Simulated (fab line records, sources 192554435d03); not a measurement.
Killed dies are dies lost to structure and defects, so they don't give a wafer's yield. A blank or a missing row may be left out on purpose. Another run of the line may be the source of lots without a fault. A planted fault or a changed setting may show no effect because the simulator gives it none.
Chamber matching + flow n5-finfet + 4 sister chambers for N5_BEOL_M5_STRIP_64 on rie-diel-01
The step strips in CF4. 14 wafers are shown with their chamber, then 7 later ones without.

## WAFERS WITH THEIR CHAMBER
| wafer  | chamber | showerhead-plenum-p-Torr (Torr) | drypump-motor-current-A (A) | throttle-valve-pct (%) |
|--------|---------|---------------------------------|-----------------------------|------------------------|
| L077.1 | 3       | 1.74                            | 4.6                         | 13.37                  |
| L077.2 | 2       | 1.75                            | 4.9                         | 13.33                  |
| L077.5 | 3       | 1.74                            | 4.6                         | 13.39                  |
| L083.3 | 0       | 1.86                            | 5.8                         | 13.77                  |
| L083.4 | 3       | 1.74                            | 4.7                         | 13.42                  |
| L083.5 | 0       | 1.86                            | 5.8                         | 13.76                  |
| L088.1 | 2       | 1.74                            | 5.0                         | 13.38                  |
| L088.4 | 1       | 1.72                            | 5.7                         | 13.40                  |
| L088.5 | 0       | 1.86                            | 5.8                         | 13.78                  |
| L089.1 | 0       | 1.86                            | 5.8                         | 13.79                  |
| L089.3 | 3       | 1.73                            | 4.7                         | 13.42                  |
| L089.6 | 0       | 1.86                            | 5.8                         | 13.78                  |
| L095.1 | 0       | 1.85                            | 5.7                         | 13.83                  |
| L095.4 | 0       | 1.85                            | 5.7                         | 13.79                  |

SIGNATURES (averages over the wafers above)
| reading                  | chamber 0 | chamber 1 | chamber 2 | chamber 3 | scatter within a chamber |
|--------------------------|-----------|-----------|-----------|-----------|--------------------------|
| showerhead-plenum-p-Torr | 1.8571    | 1.7200    | 1.7450    | 1.7375    | 0.00518                  |
| drypump-motor-current-A  | 5.771     | 5.700     | 4.950     | 4.650     | 0.0541                   |
| throttle-valve-pct       | 13.7857   | 13.4000   | 13.3550   | 13.4000   | 0.0245                   |
Rule: for each reading, subtract the chamber's mean from the wafer's reading, divide by that reading's scatter and square the result; add these up over the readings and take the root, which gives the wafer's distance from the chamber. If the next closest chamber is less than 2 further off than the closest, the wafer can't be placed; otherwise it belongs to the closest. The scatter: the root of (the sum of the squares of (reading less its chamber's mean) over the shown wafers, divided by (wafers less chambers)).

## WAFERS WITH NO CHAMBER GIVEN
| wafer  | showerhead-plenum-p-Torr (Torr) | drypump-motor-current-A (A) | throttle-valve-pct (%) |
|--------|---------------------------------|-----------------------------|------------------------|
| L095.5 | 1.71                            | 5.7                         | 13.44                  |
| L093.3 | 1.85                            | 5.8                         | 13.82                  |
| L093.4 | 1.85                            | 5.7                         | 13.81                  |
| L093.6 | 1.71                            | 5.7                         | 13.45                  |
| L096.3 | 1.71                            | 5.8                         | 13.46                  |
| L096.4 | 1.73                            | 4.7                         | 13.47                  |
| L096.6 | 1.73                            | 4.7                         | 13.48                  |

## EACH ONE'S CHAMBER
| wafer  | from the rows above | in truth |
|--------|---------------------|----------|
| L095.5 | 1                   | 1        |
| L093.3 | 0                   | 0        |
| L093.4 | 0                   | 0        |
| L093.6 | 1                   | 1        |
| L096.3 | 1                   | 1        |
| L096.4 | 3                   | 3        |
| L096.6 | 3                   | 3        |
7 of 7 placed correctly. Not placeable from these rows: 0. Placed wrongly: 0.
